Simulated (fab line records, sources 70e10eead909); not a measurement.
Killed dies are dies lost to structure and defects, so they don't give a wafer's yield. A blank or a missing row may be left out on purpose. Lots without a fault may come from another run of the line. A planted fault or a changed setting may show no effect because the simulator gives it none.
fab line records | flow nand_harc
record lots=5 wafers=15 last_day=34
route steps=1302 shown A_SGD_CUT@896 END@1302
lots that met no fault: from a run of the same line without faults
start_h: hours from the record's first day to the start of the lot's first wafer shown | wait_h: hours since the lot's step before | " the same as in the row above | L1.1+2: a row that stands for several wafers | - no value, or no start given | * or withheld: withheld | < > ~ a bound
route shown NAME@n: a module of which the file shows steps, and the number in the route of the first | usual: mean/standard deviation of fault-free wafers | same: alike in all rows | chamber/n: place in a boat | sites: the reading at each site | _std_site: their standard deviation | _edge_site: outer sites' mean less inner sites' | radius_mm: how far each site lies from the wafer's centre | mask NAME#n: copy n | behind: the tool/chamber that last shaped the wafer | hold: why the lot was held/for how many hours/how that ended | device: the transistor (n, p or np) that didn't switch | end of line: the same wafers' tests at the end of the route | a step without rows: its recipe alone | killed: dies lost to structure and defects at the first sort, not the wafer's yield | map: a wafer's dies, x killed, . not, _ none there
set.NAME: the setting as run; set.NAME@STEP: as run at that earlier step | model.NAME: the simulator's own value behind a step, which no gauge read
lots at some steps of the route; a table a step, a row a wafer
services: from which hour (start_h, from the record's first day; less than 0 if before it) a tool's chamber was out of use, for how many hours, and why
## steps
# step NHARC_A_SGD_CUT_SOFTBAKE_04
# recipe temp_c=105 time_s=55
# step NHARC_A_SGD_CUT_EBR_05
# step NHARC_A_SGD_CUT_EXPOSE_06
# recipe na=1.35 dose_mj=85.59 mask_id=SGD
# step NHARC_A_SGD_CUT_PEB_07
# recipe peb_temp_c=100 peb_time_s=65
# step NHARC_A_SGD_CUT_DEVELOP_08
# recipe develop_time_s=35 dev_temp_c=23
# step NHARC_A_SGD_CUT_CD_MEAS_09
# recipe target_cd_nm=100 landing_energy_ev=500
# usual cd_nm=99.8/0.7
# columns lot.wafer tool chamber start_h wait_h cd_nm
L749.1 cd_sem-01 0 477.28 - 101.4
L749.3 " 0 " " 100.1
L749.4 " 0 " " 101.2
L755.1 cd_sem-03 0 558.12 - 98.9
L755.3 " 0 " " 99.5
L755.5 " 0 " " 99.0
L764.1 cd_sem-03 0 647.50 - 98.9
L764.2 " 0 " " 99.3
L764.3 " 0 " " 99.0
L767.1 cd_sem-02 0 668.05 - 98.7
L767.2 " 0 " " 99.8
L767.5 " 0 " " 99.1
L766.1 cd_sem-03 0 668.33 - 99.7
L766.2 " 0 " " 99.8
L766.6 " 0 " " 101.4
# step NHARC_A_SGD_CUT_OVL_MEAS_10
# usual overlay_x_nm=0.0/0.86 overlay_y_nm=0.2/0.54
# columns lot.wafer tool chamber start_h wait_h overlay_x_nm overlay_y_nm
L749.1 overlay-02 - 477.37 - 0.4 -0.4
L749.3 " - " " 0.5 -0.2
L749.4 " - " " 0.6 -0.5
L755.1 overlay-01 - 558.21 - -0.3 0.4
L755.3 " - " " -0.5 0.0
L755.5 " - " " -1.0 0.3
L764.1 overlay-01 - 647.59 - 1.0 -1.0
L764.2 " - " " 0.3 -0.3
L764.3 " - " " 0.0 -0.5
L767.1 overlay-01 - 668.14 - -0.8 0.2
L767.2 " - " " 0.0 0.2
L767.5 " - " " 0.3 0.3
L766.1 overlay-02 - 668.42 - -0.1 -0.7
L766.2 " - " " -0.6 -1.0
L766.6 " - " " -0.5 -0.4
# step NHARC_A_SGD_CUT_INSPECT_11
# usual raw_defect_count=56/28
# columns lot.wafer tool chamber start_h wait_h raw_defect_count
L749.1 defect_inspect-02 - 477.40 0.0 62
L749.3 " - " " 57
L749.4 " - " " 65
L755.1 defect_inspect-01 - 558.25 0.0 21
L755.3 " - " " 26
L755.5 " - " " 30
L764.1 defect_inspect-02 - 647.62 0.0 48
L764.2 " - " " 57
L764.3 " - " " 71
L767.1 defect_inspect-01 - 668.17 0.0 58
L767.2 " - " " 52
L767.5 " - " " 49
L766.1 defect_inspect-01 - 668.45 0.0 7
L766.2 " - " " 2
L766.6 " - " " 8
# step NHARC_A_SGD_CUT_DESCUM_14
# recipe time_s=3 o2_flow_sccm=200 ar_flow_sccm=0 bias_power_w=0 chemistry=O2
# usual drypump_motor_current_A=5.8/0.49 oes_product_au=1.001/0.011 rf_vpp_V=57.7/0.98 showerhead_plenum_p_Torr=1.90/0.084 throttle_valve_pct=11.311/0.0077
# same time_s=3
# columns lot.wafer tool chamber start_h wait_h drypump_motor_current_A oes_product_au rf_hours_counter_h rf_vpp_V showerhead_plenum_p_Torr throttle_valve_pct
L749.4 rie_diel-08 1 477.47 0.1 5.9 0.991 4 59.2 1.88 11.313
L749.1 " 2 " " 6.4 1.005 5 58.2 2.01 11.309
L749.3 " 3 " " 5.0 1.016 5 59.6 1.94 11.315
L755.1 rie_diel-07 0 558.33 0.1 5.6 1.006 3 58.0 2.04 11.326
L755.3 " 1 " " 6.2 1.017 5 58.6 1.82 11.305
L755.5 " 2 " " 6.5 0.994 - 58.4 1.89 11.300
L764.3 rie_diel-08 2 647.69 0.1 6.3 1.002 5 59.1 2.01 11.307
L764.1 " 0 " " 5.1 0.988 5 57.5 1.85 11.323
L764.2 " 1 " " 5.9 1.008 3 58.1 1.88 11.308
L767.1 rie_diel-07 0 668.25 0.1 5.5 1.008 1 57.3 2.03 11.310
L767.2 " 1 " " 6.2 1.003 1 56.3 1.82 11.312
L767.5 " 2 " " 6.5 0.992 - 57.7 1.89 11.318
L766.1 rie_diel-04 3 668.51 0.1 6.3 1.002 12 57.7 1.79 11.315
L766.2 " 0 " " 5.8 0.995 13 56.7 1.79 11.310
L766.6 " 0 " " 5.7 1.000 - 56.8 1.79 11.309
# step NHARC_A_SGD_CUT_ETCH_58
# recipe target_depth_a=390 over_etch_frac=0.3 time_s=65 ion_energy_ev=80 cf4_flow_sccm=150 ar_flow_sccm=0 rf_w=300 bias_w=100 chemistry=CF4
# usual drypump_motor_current_A=5.8/0.47 oes_product_au=1.001/0.011 rf_vpp_V=151.1/1.2 showerhead_plenum_p_Torr=1.76/0.074 throttle_valve_pct=13.283/0.0089
# same time_s=65
# columns lot.wafer tool chamber start_h wait_h drypump_motor_current_A oes_product_au rf_hours_counter_h rf_vpp_V showerhead_plenum_p_Torr throttle_valve_pct
L749.4 rie_diel-08 2 477.55 0.1 6.3 0.998 5 152.6 1.85 13.294
L749.3 " 3 " " 5.1 1.023 5 151.5 1.79 13.283
L749.1 " 0 " " 5.1 0.992 5 149.0 1.72 13.285
L755.1 rie_diel-07 3 558.40 0.1 5.6 0.996 4 150.0 1.67 13.294
L755.3 " 0 " " 5.6 1.008 3 152.7 1.87 13.268
L755.5 " 0 " " 5.6 1.012 - 153.2 1.87 13.284
L764.1 rie_diel-08 1 647.77 0.1 5.9 0.995 3 150.6 1.74 13.274
L764.3 " 2 " " 6.4 0.995 5 152.2 1.85 13.287
L764.2 " 0 " " 5.1 0.995 5 150.6 1.71 13.273
L767.1 rie_diel-07 1 668.33 0.1 6.2 1.010 1 149.3 1.69 13.270
L767.2 " 2 " " 6.5 0.989 0 150.6 1.75 13.277
L767.5 " 1 " " 6.2 1.008 - 149.6 1.69 13.274
L766.2 rie_diel-04 1 668.62 0.1 5.7 1.000 11 152.4 1.76 13.278
L766.1 " 3 " " 6.3 1.008 12 151.4 1.66 13.285
L766.6 " 0 " " 5.8 1.005 - 150.5 1.66 13.276
# step NHARC_A_SGD_CUT_ETCH_59
# recipe target_depth_a=2600 over_etch_frac=0.25 time_s=406.25 ion_energy_ev=200 n2_flow_sccm=150 h2_flow_sccm=150 ar_flow_sccm=0 rf_w=400 bias_w=150 chemistry=N2/H2
# usual drypump_motor_current_A=5.8/0.48 oes_product_au=1.003/0.011 rf_vpp_V=430.2/2.6 showerhead_plenum_p_Torr=2.02/0.094 throttle_valve_pct=14.171/0.0096
# same time_s=406.25
# columns lot.wafer tool chamber start_h wait_h drypump_motor_current_A oes_product_au rf_hours_counter_h rf_vpp_V showerhead_plenum_p_Torr throttle_valve_pct
L749.1 rie_diel-08 3 - - 5.0 1.020 5 431.1 2.07 14.172
L749.3 " 0 " " 5.1 0.998 5 430.9 1.97 14.164
L749.4 " 1 " " 5.9 0.995 4 429.3 2.01 14.170
L755.1 rie_diel-07 0 - - 5.6 1.012 3 434.6 2.17 14.177
L755.3 " 1 " " 6.2 1.017 5 427.3 1.94 14.175
L755.5 " 3 " " 5.5 1.007 - 427.0 1.91 14.168
L764.3 rie_diel-08 2 - - 6.4 0.997 5 433.8 2.14 14.175
L764.1 " 3 " " 5.0 0.987 5 432.6 2.07 14.170
L764.2 " 0 " " 5.1 0.983 5 429.4 1.97 14.188
L767.1 rie_diel-07 3 - - 5.6 1.011 0 427.6 1.91 14.171
L767.2 " 2 " " 6.5 0.997 1 429.7 2.01 14.186
L767.5 " 3 " " 5.6 1.015 - 426.0 1.91 14.173
L766.2 rie_diel-04 0 - - 5.8 0.997 13 427.9 1.90 14.173
L766.1 " 1 " " 5.7 0.993 12 429.6 2.03 14.170
L766.6 " 0 " " 5.8 0.990 - 427.5 1.90 14.183
# step NHARC_A_SGD_CUT_ETCH_15
# recipe target_depth_a=750 time_s=64.3 ch3f_flow_sccm=50 o2_flow_sccm=30 ar_flow_sccm=200 rf_w=500 bias_w=100 chemistry=CH3F/O2
# usual ch3f_flow_sccm=49.99/0.15 drypump_motor_current_A=5.8/0.48 oes_product_au=0.962/0.018 rf_vpp_V=263.6/1.7 showerhead_plenum_p_Torr=2.44/0.11 throttle_valve_pct=20.664/0.0097
# same time_s=64.3
# columns lot.wafer tool chamber start_h wait_h ch3f_flow_sccm drypump_motor_current_A oes_product_au rf_hours_counter_h rf_vpp_V showerhead_plenum_p_Torr throttle_valve_pct
L749.3 rie_diel-08 1 - - 50.09 5.9 0.924 4 262.8 2.42 20.675
L749.1 " 2 " " 49.98 6.4 0.950 5 266.2 2.58 20.670
L749.4 " 3 " " 50.00 5.0 0.953 5 264.2 2.49 20.655
L755.1 rie_diel-07 0 - - 50.11 5.6 0.977 4 265.9 2.61 20.662
L755.3 " 1 " " 50.06 6.1 0.992 5 263.3 2.34 20.654
L755.5 " 2 " " 49.75 6.5 0.958 - 261.7 2.43 20.654
L764.1 rie_diel-08 2 - - 49.94 6.4 0.963 5 265.8 2.57 20.675
L764.2 " 3 " " 50.06 5.0 0.969 5 264.1 2.49 20.656
L764.3 " 0 " " 49.94 5.1 0.972 5 262.7 2.38 20.673
L767.2 rie_diel-07 0 - - 50.08 5.6 0.996 1 266.5 2.61 20.670
L767.1 " 1 " " 50.20 6.2 0.983 1 261.5 2.34 20.661
L767.5 " 3 " " 49.99 5.5 0.980 - 261.5 2.31 20.668
L766.2 rie_diel-04 1 - - 49.91 5.7 0.961 12 263.2 2.45 20.647
L766.1 " 3 " " 49.96 6.3 0.958 12 261.4 2.31 20.672
L766.6 " 0 " " 50.21 5.8 0.958 - 262.6 2.30 20.654
# step NHARC_A_SGD_CUT_ETCH_16
# recipe target_depth_a=3105 time_s=155.2 c4f8_flow_sccm=withheld o2_flow_sccm=8 ar_flow_sccm=withheld rf_w=600 bias_w=800 chemistry=C4F8/O2/Ar
# usual oes_product_au=0.973/0.015 rf_vpp_V=722/4.4
# same time_s=155.2
# columns lot.wafer tool chamber start_h wait_h oes_product_au rf_hours_counter_h rf_vpp_V
L749.4 rie_diel-08 3 478.04 - 0.959 5 724
L749.3 " 0 " " 0.948 5 719
L749.1 " 1 " " 0.969 4 722
L755.3 rie_diel-07 0 558.93 - 0.980 4 729
L755.1 " 1 " " 1.003 5 718
L755.5 " 0 " " 0.985 - 728
L764.2 rie_diel-08 1 648.26 - 1.023 3 722
L764.3 " 2 " " 0.976 5 727
L764.1 " 3 " " 1.028 5 723
L767.2 rie_diel-07 2 668.82 - 0.967 1 723
L767.1 " 3 " " 0.987 1 717
L767.5 " 1 " " 0.991 - 717
L766.1 rie_diel-04 1 669.19 - 0.966 12 724
L766.2 " 3 " " 0.972 12 717
L766.6 " 3 " " 0.967 - 716
# step NHARC_A_SGD_CUT_STRIP_60
# recipe c4f8_flow_sccm=withheld o2_flow_sccm=8 ar_flow_sccm=withheld bias_w=0 chemistry=C4F8/O2/Ar
# step NHARC_END_SORT_01
# recipe temp_c=25
# usual killed_at_array=51/18 killed_at_other=1.0/1.2 killed_at_periphery=3.7/2.9 killed_dies=55/19 killed_open=3.5/1.9 killed_short=2.6/1.6
# same gross_dies=677
# columns lot.wafer tool chamber start_h wait_h killed_at_array killed_at_other killed_at_periphery killed_dies killed_open killed_short
L749.1 prober-02 0 605.32 2.5 85 0 2 87 3 6
L749.3 prober-02 0 606.94 3.1 62 0 2 64 2 5
L749.4 prober-02 0 607.75 3.4 74 0 1 75 5 3
L764.1 prober-02 0 777.33 2.5 344 0 4 348 2 5
L764.2 prober-02 0 778.13 2.8 350 0 5 355 3 2
L764.3 prober-02 0 778.93 3.1 22 1 8 31 2 2
# killed by level:class
L749.1 A_CHANNEL_HOLE_D2:chamber_film_flake=37 A_SLIT:chamber_film_flake=30 A_CONTACT:chamber_film_flake=5 A_DECK1_JOINT:geometric_particle:short=2 A_ONON_D2:geometric_particle:short=2 A_ZERO_WELL:chamber_film_flake=2 P_CONTACT:geometric_particle:open=1 A_ONON_D1:geometric_particle:open=1
L749.3 A_CHANNEL_HOLE_D2:chamber_film_flake=34 A_SLIT:chamber_film_flake=12 A_CONTACT:chamber_film_flake=6 A_ONON_D2:geometric_particle:short=2 A_CHANNEL_HOLE_D1:chamber_film_flake=2 P_CONTACT:geometric_particle:short=1 A_CHANNEL_HOLE_D1:geometric_particle:open=1 A_SGD_CUT:geometric_particle:short=1
L749.4 A_CHANNEL_HOLE_D2:chamber_film_flake=30 A_SLIT:chamber_film_flake=25 A_CONTACT:chamber_film_flake=7 A_CHANNEL_HOLE_D1:chamber_film_flake=3 P_M0:geometric_particle:short=1 A_CHANNEL_FILL_D1:geometric_particle:short=1 A_CHANNEL_FILL_D1:geometric_particle:open=1 A_ONON_D2:geometric_particle:open=1
L764.1 A_SGD_CUT:area_etch=286 A_SLIT:chamber_film_flake=24 A_CHANNEL_HOLE_D2:chamber_film_flake=14 A_CHANNEL_HOLE_D1:chamber_film_flake=11 P_M0:chamber_film_flake=2 A_CONTACT:chamber_film_flake=2 P_M0:geometric_particle:open=1 A_ONON_D1:geometric_particle:short=1
L764.2 A_SGD_CUT:area_etch=325 A_SLIT:chamber_film_flake=7 A_CHANNEL_HOLE_D2:chamber_film_flake=4 P_M0:chamber_film_flake=3 A_CHANNEL_FILL_D1:chamber_film_flake=3 A_CHANNEL_HOLE_D1:chamber_film_flake=2 A_DECK1_JOINT:chamber_film_flake=2 A_CONTACT:chamber_film_flake=2
L764.3 A_SLIT:chamber_film_flake=8 P_M0:chamber_film_flake=7 A_CHANNEL_HOLE_D2:chamber_film_flake=5 A_CHANNEL_HOLE_D1:chamber_film_flake=3 P_M1:geometric_particle:open=1 A_CHANNEL_FILL_D1:geometric_particle:short=1 A_ONON_D2:geometric_particle:open=1 A_CHANNEL_FILL_D2:geometric_particle:short=1
# map L764.2 (x killed, . not)
____________.____________
_________.....x._________
_______..x..xx...._______
______.x.x.x.....x.______
_____..............._____
____x..xxx..x....x...____
____.x..x.xx..xx.....____
___xx.xx..xxxxxxxxxx..___
___xx..xx..x.x..x.x...___
__xxxxx.x.xxxx.x..xx...__
__xxxxxx.xxxxxxxx......__
_.xx.xx.xxxxxx.x....x..._
_.xx..x.xxxxx..xx......._
_...x.xxx.xx.xxxx.xxx..x_
_......x.x.xxx.x..x...x._
_.xx.xx.xxxxxx.xxx......_
xxxxxxxxx.xxx..xxxxxxx...
..x..xxxxx.xxxxxxxx..x...
..xx.x.xxxxxxxx...xx.xx.x
xxx.xxxxxxxxxxxxx..xx....
xx...xx.xxxxxxx..xx......
_..x.xxxxxx.x.xxxxxx...._
_.xxxx.xxxx..xxxxxxx.x.._
_....xxx.xx.x.xxxx......_
_xxx.xxxxxxxx.x.xxxxx..._
_.xx..xxxx.x..x.x..xx.x._
__xxxxxxx..xxxxxx...x..__
__...xxxxxxxx.xxx.x....__
___x.xx.xxxxx.xxxxx...___
___x.x.....xx.x.x.x.x.___
____.....x.xxx.x.x...____
____xx.x...xx.xxx.x..____
_____.xx.x.xx.x.xxx._____
______.x.x.....x...______
_______x.x........_______
_________x...xx._________
____________.____________
# map L749.1 (x killed, . not)
____________.____________
_________......._________
_______........x.._______
______.............______
_____.........x....._____
____.x...........x...____
____.....x..x.xx.....____
___..x.........xx.....___
___..........x..x.x...___
__.....x......x.xxxx...__
__...x........xx.xx....__
_..............xx.x....._
_.............x.xxx....._
_..............xxxx....._
_...........x..xx.xx...._
_..x............xx......_
...............xx.xx.....
..............xxxxx......
......x.x....xxxxxx..x...
.........x...xxxxx.xx....
..............x.xxxx.....
_..............x.xxx...x_
_..............x........_
_.....x................._
_......................._
_......x................_
__....x................__
__....................x__
___.....x.............___
___...................___
____............x....____
____.................____
_____..............._____
______.............______
_______..........._______
_________......._________
____________.____________
## services
# columns tool chamber start_h hours kind
rie_diel-07 - 471.64 9.0 pm
rie_diel-07 0 471.64 9.0 vent_cycle
rie_diel-07 1 471.64 9.0 vent_cycle
rie_diel-07 2 471.64 9.0 vent_cycle
rie_diel-07 3 471.64 9.0 vent_cycle
rie_diel-08 0 474.80 - clean
rie_diel-08 1 474.80 - clean
rie_diel-08 2 474.80 - clean
rie_diel-08 3 474.80 - clean
rie_diel-08 2 484.85 10.0 repair
rie_diel-07 2 515.71 7.9 repair
rie_diel-07 2 526.90 1.2 repair
rie_diel-04 - 531.90 9.0 pm
rie_diel-08 0 534.55 4.2 repair
rie_diel-07 0 541.29 7.0 repair
rie_diel-08 - 544.80 9.0 pm
rie_diel-08 3 556.81 2.5 repair
rie_diel-08 - 567.90 0.4 repair
rie_diel-04 2 592.62 2.7 repair
rie_diel-08 1 613.84 12.6 repair
rie_diel-07 2 613.91 6.3 repair
rie_diel-04 3 620.02 2.6 repair
rie_diel-07 - 648.64 9.0 pm
rie_diel-04 2 649.77 103.8 repair
## key
first_sign step=NHARC_A_SGD_CUT_ETCH_16 reading=oes_product_au direction=up sigmas=3.6 usual=0.973 struck=1.025
effect step=NHARC_END_SORT_01 reading=killed_at_array direction=up sigmas=16 usual=51 struck=347
more_kills_born_at NHARC_A_SGD_CUT_ETCH_16@rie_diel-08=611
met_at NHARC_A_SGD_CUT_ETCH_16
struck_wafers L764.1,L764.2
tester_left_out L764
onset_between 478.04 648.26
fault kind=process_parameter_drift tool=rie_diel-08 chamber=- onset_h=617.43 steps=NHARC_A_SGD_CUT_ETCH_16 channel=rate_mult offset=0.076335 shape=step end_h=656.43 scope=struck_wafers_only
# tester_left_out: of these lots the tester's yield and bins aren't shown, on N5 and GAA mostly nor the transistor test; their killed dies are dies lost to structure and defects alone, not to doping, threshold or leakage, so they don't give the yield
